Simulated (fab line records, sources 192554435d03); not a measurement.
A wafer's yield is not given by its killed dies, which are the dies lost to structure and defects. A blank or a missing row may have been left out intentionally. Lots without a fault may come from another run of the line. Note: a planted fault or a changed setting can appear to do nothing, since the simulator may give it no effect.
Matching of chambers ; flow n5_finfet ; N5_FIN_SAQP_HM_DEP_72 on pecvd-01 has 3 sister chambers
The step deposits SiO2 from SiH4/N2O, target thk 12 nm, time 7.2 s. 16 wafers are shown with their chamber, then 8 later ones without.

## WAFERS PAIRED WITH THEIR CHAMBERS
wafer;chamber;showerhead_plenum_p_Torr (Torr);heater_power_w (W)
L313.1;0;8.04;686
L313.5;1;8.16;655
L313.6;0;8.03;679
L314.2;1;8.18;612
L314.5;2;7.78;899
L314.6;1;8.17;615
L316.1;2;7.77;880
L316.3;0;8.04;713
L316.6;2;7.77;879
L317.4;0;8.04;779
L317.5;2;7.81;919
L317.6;1;8.16;629
L320.2;2;7.80;797
L320.3;1;8.17;647
L320.5;0;8.04;732
L323.1;2;7.78;896

SIGNATURES (means of the wafers above)
reading;chamber 0;chamber 1;chamber 2;scatter within a chamber
showerhead_plenum_p_Torr;8.0380;8.1680;7.7850;0.0115
heater_power_w;717.80;631.60;878.33;36.1
Rule: distance of a wafer from a chamber = root of the sum over the readings of ((wafer's reading minus chamber's mean) / reading's scatter) squared. The wafer belongs to the nearest chamber; if the next one is less than 2 further off, it can't be placed. How the scatter is found: for the shown wafers, subtract from each reading the mean of its chamber, square and add these, divide the total by (wafers less chambers), then take the root.

## WAFERS WITH NO CHAMBER GIVEN
wafer;showerhead_plenum_p_Torr (Torr);heater_power_w (W)
L323.4;7.78;889
L323.6;8.18;543
L332.5;7.77;896
L332.6;8.17;597
L333.2;8.04;797
L333.5;8.01;778
L334.1;7.80;882
L334.4;7.81;882

## CHAMBER TAKEN BY EACH
wafer;from the rows above;in truth
L323.4;2;2
L323.6;1;1
L332.5;2;2
L332.6;1;1
L333.2;0;0
L333.5;0;0
L334.1;2;2
L334.4;2;2
Correct placement for 8 of the 8. Can't be placed from these rows: 0. Wrongly placed: 0.
